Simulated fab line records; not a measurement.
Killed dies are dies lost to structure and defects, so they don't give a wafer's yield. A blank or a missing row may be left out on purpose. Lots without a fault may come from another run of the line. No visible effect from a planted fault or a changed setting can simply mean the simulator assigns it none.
Which of the tools did it? | flow n5_finfet | 9 lots with 26 wafers sampled at 4 steps, on a route of 1938 steps

WHAT THE GAUGES SHOWED, per wafer
N5_BEOL_M0_SAQP_CD_MEAS_29: target cd 14.4 nm.
lot  | measured     | on        | cd_nm (nm)
L401 | day 6 06:04  | cd_sem-03 | 15.25 15.17 14.82
L403 | day 7 01:31  | cd_sem-01 | 15.18 14.96 14.73
L409 | day 8 06:23  | cd_sem-02 | 15.09 14.66 14.69
L411 | day 8 15:44  | cd_sem-02 | 14.67 10.87
L416 | day 9 20:52  | cd_sem-03 | 15.20 14.72 15.32
L417 | day 10 08:26 | cd_sem-03 | 14.69 15.05 15.16
L419 | day 10 21:04 | cd_sem-03 | 14.94 14.48 14.59
L420 | day 11 06:55 | cd_sem-03 | 15.26 15.07 15.02
L421 | day 11 12:20 | cd_sem-02 | 14.99 14.77 14.80

TOOL THAT RAN EACH LOT (tool first, then ch and the chambers of the sampled wafers, then the start)
lot  | N5_BEOL_M0_SAQP_RECESS_114         | N5_BEOL_M0_SAQP_SPACER2_ALD_26    | N5_BEOL_M0_SAQP_MANDREL2_REMOVE_110
L401 | vapor_etch-02 ch 0,1, day 6 02:49  | ald_sin-04 ch 0,1,3, day 6 05:17  | rie_si-03 ch 0,1, day 6 05:58
L403 | vapor_etch-01 ch 0,1, day 6 22:30  | ald_sin-03 ch 0,2,3, day 7 00:46  | rie_si-01 ch 1,2,3, day 7 01:24
L409 | vapor_etch-02 ch 0,1, day 8 03:24  | ald_sin-01 ch 0,1,3, day 8 05:34  | rie_si-03 ch 0,1,2, day 8 06:17
L411 | vapor_etch-02 ch 0, day 8 09:57    | ald_sin-04 ch 1,3, day 8 14:59    | rie_si-01 ch 0,1, day 8 15:38
L416 | vapor_etch-02 ch 0,1, day 9 18:06  | ald_sin-03 ch 0,1,3, day 9 20:04  | rie_si-03 ch 1,3, day 9 20:45
L417 | vapor_etch-02 ch 0,1, day 10 05:27 | ald_sin-01 ch 0,1,2, day 10 07:41 | rie_si-01 ch 1,2, day 10 08:19
L419 | vapor_etch-02 ch 0,1, day 10 18:06 | ald_sin-01 ch 0,1,2, day 10 20:20 | rie_si-03 ch 0,1,2, day 10 20:58
L420 | vapor_etch-02 ch 0,1, day 11 03:00 | ald_sin-01 ch 0,2, day 11 05:39   | rie_si-05 ch 0,2,3, day 11 06:48
L421 | vapor_etch-01 ch 0,1, day 11 08:51 | ald_sin-03 ch 0,1,2, day 11 11:28 | rie_si-01 ch 1,2, day 11 12:13
- N5_BEOL_M0_SAQP_RECESS_114: chemistry HF/NH3, target SiO2, target depth 14.4 nm, afs cycles 3, sublimation time 60 s.
- N5_BEOL_M0_SAQP_SPACER2_ALD_26: deposits SiO2, target thk 15 nm, pulse time 1 s, purge time 2 s.
- N5_BEOL_M0_SAQP_MANDREL2_REMOVE_110: chemistry HBr/Cl2/O2, target a-Si, stops on SiCN, bt time 10 s.

THE ANSWER, worked out from the rows above alone
Rule: the lots themselves supply what counts as usual. Put in order of their means at a reading, lots are off if they are a third of the lots or fewer, leave a main group of 4 or more, and stand apart from it by a gap of 3 or more times the standard deviation of the main group's means; of several such gaps the widest counts. The tables above print the reading to a certain number of digits; a main group whose means all agree to those digits is not used. Also off: a lot with no number at a reading for which 4 or more lots have one. Any other lot the step has rows for is counted as sound.
Off, at N5_BEOL_M0_SAQP_CD_MEAS_29 on cd_nm: L411. The main group has a mean of 14.94 nm with a standard deviation of 0.14.
If a tool, at a process step before that reading, ran all the lots that are off and no sound lot after the first of them, it fits. The gauges at N5_BEOL_M0_SAQP_CD_MEAS_29 are tried like those tools. One fits: N5_BEOL_M0_SAQP_SPACER2_ALD_26 on ald_sin-04. Its last sound lot is L401 (day 6 05:17), its first lot that is off L411 (day 8 14:59): a fault that began between those two fits.

WHAT THE SIMULATOR HAD INSERTED
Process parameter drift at N5_BEOL_M0_SAQP_SPACER2_ALD_26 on ald_sin-04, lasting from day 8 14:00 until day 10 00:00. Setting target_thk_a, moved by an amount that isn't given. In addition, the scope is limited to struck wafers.
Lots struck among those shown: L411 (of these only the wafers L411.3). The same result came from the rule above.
